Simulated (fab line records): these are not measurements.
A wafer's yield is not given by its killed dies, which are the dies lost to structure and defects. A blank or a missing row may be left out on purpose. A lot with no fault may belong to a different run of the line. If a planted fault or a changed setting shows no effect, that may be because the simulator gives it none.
Which tool did it?	flow n5Finfet	11 lots, 32 wafers sampled, at 5 steps of a route of 1938

## WHAT THE GAUGES READ, wafer by wafer
No reading from a measuring or inspecting step in the record can be judged against a usual standard deviation.

## WHICH TOOL RAN EACH LOT (tool, then ch and the chambers of the sampled wafers, then the start)
lot	N5_BEOL_M9_ALD_74	N5_BEOL_M9_SURFACE_TREAT_79	N5_BEOL_M10_ILD_DEP_00	N5_BEOL_M10_CURE_71	N5_PASSIVATION_PROBE_49
L403	aldMetal-03 ch 1,3, day 13 16:31	pvdSputter-02, day 13 16:49	pecvd-02 ch 0,2, day 13 18:05	uvCure-03 ch 2, day 13 18:19	-
L405	aldMetal-04 ch 0,1,2, day 14 22:22	pvdSputter-01, day 14 22:40	pecvd-02 ch 0,1,2, day 15 00:17	uvCure-01 ch 2, day 15 00:34	prober-02, day 18 02:47
L412	aldMetal-03 ch 0,2, day 15 22:31	pvdSputter-02, day 15 22:52	pecvd-04 ch 0,1,2, day 16 01:44	uvCure-02 ch 2, day 16 04:55	prober-02, day 18 21:11
L410	aldMetal-04 ch 1,2,3, day 16 11:52	pvdSputter-01, day 16 13:30	pecvd-02 ch 1,2, day 16 14:58	uvCure-02 ch 0, day 16 15:55	prober-01, day 19 03:32
L409	aldMetal-03 ch 1,2, day 16 14:16	pvdSputter-02, day 16 14:36	pecvd-04 ch 0,1, day 16 15:54	uvCure-02 ch 1, day 16 16:29	prober-02, day 19 02:58
L411	aldMetal-02 ch 0,2,3, day 17 01:40	pvdSputter-03, day 17 03:37	pecvd-04 ch 1,2, day 17 05:04	uvCure-02 ch 0, day 17 05:13	-
L414	aldMetal-04 ch 1,2, day 17 17:43	pvdSputter-01, day 17 18:03	pecvd-04 ch 0,1,2, day 17 19:22	uvCure-03 ch 1, day 17 19:59	prober-02, day 20 13:04
L418	aldMetal-04 ch 1,2, day 18 03:43	pvdSputter-03, day 18 04:26	pecvd-04 ch 2, day 18 05:41	uvCure-02 ch 0, day 18 06:02	-
L419	aldMetal-02 ch 0,2,3, day 19 04:20	pvdSputter-02, day 19 04:39	pecvd-02 ch 0,1, day 19 05:55	uvCure-02 ch 1, day 19 06:04	-
L421	aldMetal-02 ch 0,2, day 19 05:31	pvdSputter-03, day 19 05:51	pecvd-03 ch 0,2, day 19 07:05	uvCure-02 ch 0, day 19 07:15	-
L423	aldMetal-03 ch 2,3, day 19 11:47	pvdSputter-02, day 19 12:10	pecvd-03 ch 0,1,2, day 19 13:30	uvCure-02 ch 1, day 19 13:59	-
- N5_BEOL_M9_ALD_74: deposits TaN, target thk 2 nm, pulse time 2 s, purge time 3 s.
- N5_BEOL_M9_SURFACE_TREAT_79
- N5_BEOL_M10_ILD_DEP_00: deposits SiCOH lowk from DEMS/porogen, target thk 308.51 nm, time 58 s.
- N5_BEOL_M10_CURE_71: cures SiCOH lowk, time 240 s.
- N5_PASSIVATION_PROBE_49

## WHAT THE TOOLS THEMSELVES READ (means of the sampled wafers that have a number; where no wafer has one, the mark that the record gives instead)
N5_BEOL_M9_ALD_74. Usual: heaterPowerW 429 W, standard deviation 52; mfcCarrierSccm 1500 sccm, standard deviation 4.1; precursorVesselTempC 74.99 C, standard deviation 0.12.
lot	tool	heaterPowerW (W)	mfcCarrierSccm (sccm)	precursorVesselTempC (C)	flag
L403	aldMetal-03	495	1499	75.00	
L405	aldMetal-04	399	1502	75.04	
L412	aldMetal-03	435	1500	75.01	
L410	aldMetal-04	386	1499	75.03	
L409	aldMetal-03	475	1501	75.11	
L411	aldMetal-02	407	1497	75.03	
L414	aldMetal-04	384	1505	74.95	
L418	aldMetal-04	388	1502	75.05	
L419	aldMetal-02	414	1500	74.97	
L421	aldMetal-02	403	1500	74.96	
L423	aldMetal-03	448	1496	74.99	

N5_BEOL_M10_ILD_DEP_00. Usual: heaterPowerW 332 W, standard deviation 39; rfFwdPowerW 495.7 W, standard deviation 2.1; showerheadPlenumPTorr 5.736 Torr, standard deviation 0.015; throttleValvePct 14.1 %, standard deviation 1.1.
lot	tool	heaterPowerW (W)	rfFwdPowerW (W)	showerheadPlenumPTorr (Torr)	throttleValvePct (%)	flag
L403	pecvd-02	304	497.8	5.728	13.1	
L405	pecvd-02	323	496.5	5.728	13.6	
L412	pecvd-04	338	495.7	5.731	14.7	
L410	pecvd-02	358	495.2	5.736	13.5	
L409	pecvd-04	325	494.6	5.742	15.5	
L411	pecvd-04	346	495.6	5.737	14.0	
L414	pecvd-04	331	494.5	5.744	15.0	
L418	pecvd-04	356	498.4	5.735	12.9	
L419	pecvd-02	330	496.6	5.738	13.2	
L421	pecvd-03	317	492.7	5.745	14.4	
L423	pecvd-03	333	494.8	5.733	14.1	

N5_BEOL_M10_CURE_71. Usual: lampPowerPct 52.32 %, standard deviation 0.059; wafer_temp_C_max 386.7, standard deviation 0.5.
lot	tool	lampPowerPct (%)	wafer_temp_C_max	flag
L403	uvCure-03	52.33	386.8	
L405	uvCure-01	52.28	386.9	
L412	uvCure-02	52.37	386.5	
L410	uvCure-02	52.34	387.7	
L409	uvCure-02	52.34	386.8	
L411	uvCure-02	52.30	387.3	
L414	uvCure-03	52.32	386.3	
L418	uvCure-02	52.36	387.0	
L419	uvCure-02	52.36	386.5	
L421	uvCure-02	52.33	387.3	
L423	uvCure-02	52.29	386.3	

N5_PASSIVATION_PROBE_49. Usual: defectLimitedYield 90.9 %, standard deviation 1.6; killed_at_M0_to_M3 37, standard deviation 11; killed_at_M4_up 15, standard deviation 5.6; killedAtContacts 13, standard deviation 6.4; killedAtFrontEnd 39, standard deviation 11; killedAtOther 4, standard deviation 3.1; killedDies 107, standard deviation 19; killedOpen 71, standard deviation 14; killedShort 34, standard deviation 7.8; sort_bin_4_leakage 0.01 %, standard deviation 0.053; sort_bin_5_function 5.3 %, standard deviation 1; sort_bin_6_memory 3.4 %, standard deviation 0.72; sort_bin_8_speed 0.0 %, standard deviation 0.42; sortNPass 1072, standard deviation 20; sortYieldPct 90.9 %, standard deviation 1.7.
lot	tool	defectLimitedYield (%)	killed_at_M0_to_M3	killed_at_M4_up	killedAtContacts	killedAtFrontEnd	killedAtOther	killedDies	killedOpen	killedShort	sort_bin_4_leakage (%)	sort_bin_5_function (%)	sort_bin_6_memory (%)	sort_bin_8_speed (%)	sortNPass	sortYieldPct (%)	flag
L405	prober-02	89.7	45	14	11	49	1	121	82	38	0.00	6.2	3.7	0.0	1059	89.7	
L412	prober-02	90.8	25	22	14	44	3	108	77	29	0.00	5.6	3.3	0.1	1071	90.8	
L410	prober-01	90.1	40	15	13	44	5	117	74	40	0.00	5.9	3.5	0.0	1063	90.1	
L409	prober-02	91.9	30	13	15	34	3	96	58	36	0.00	5.1	2.8	0.3	1080	91.5	
L414	prober-02	91.2	34	15	5	47	3	104	75	27	0.00	4.8	3.5	0.0	1076	91.2	

## THE ANSWER, worked out from the rows above alone
Rule: lot off if the mean of its wafers having a number is beyond 3 standard deviations from the usual mean. Also off: a lot with no number at a reading for which 4 or more lots have one. The other lots that the step has rows for count as sound. After the gauges, taken in route order, come the tools' own readings; for these a lot's mean is taken, as printed above. The first step at which some lot is off is used, and at that step the reading that is off furthest; a lot without a number counts as furthest.
Across all readings shown, no lot is off: no conclusion can be drawn from this.

## WHAT THE SIMULATOR PUT IN
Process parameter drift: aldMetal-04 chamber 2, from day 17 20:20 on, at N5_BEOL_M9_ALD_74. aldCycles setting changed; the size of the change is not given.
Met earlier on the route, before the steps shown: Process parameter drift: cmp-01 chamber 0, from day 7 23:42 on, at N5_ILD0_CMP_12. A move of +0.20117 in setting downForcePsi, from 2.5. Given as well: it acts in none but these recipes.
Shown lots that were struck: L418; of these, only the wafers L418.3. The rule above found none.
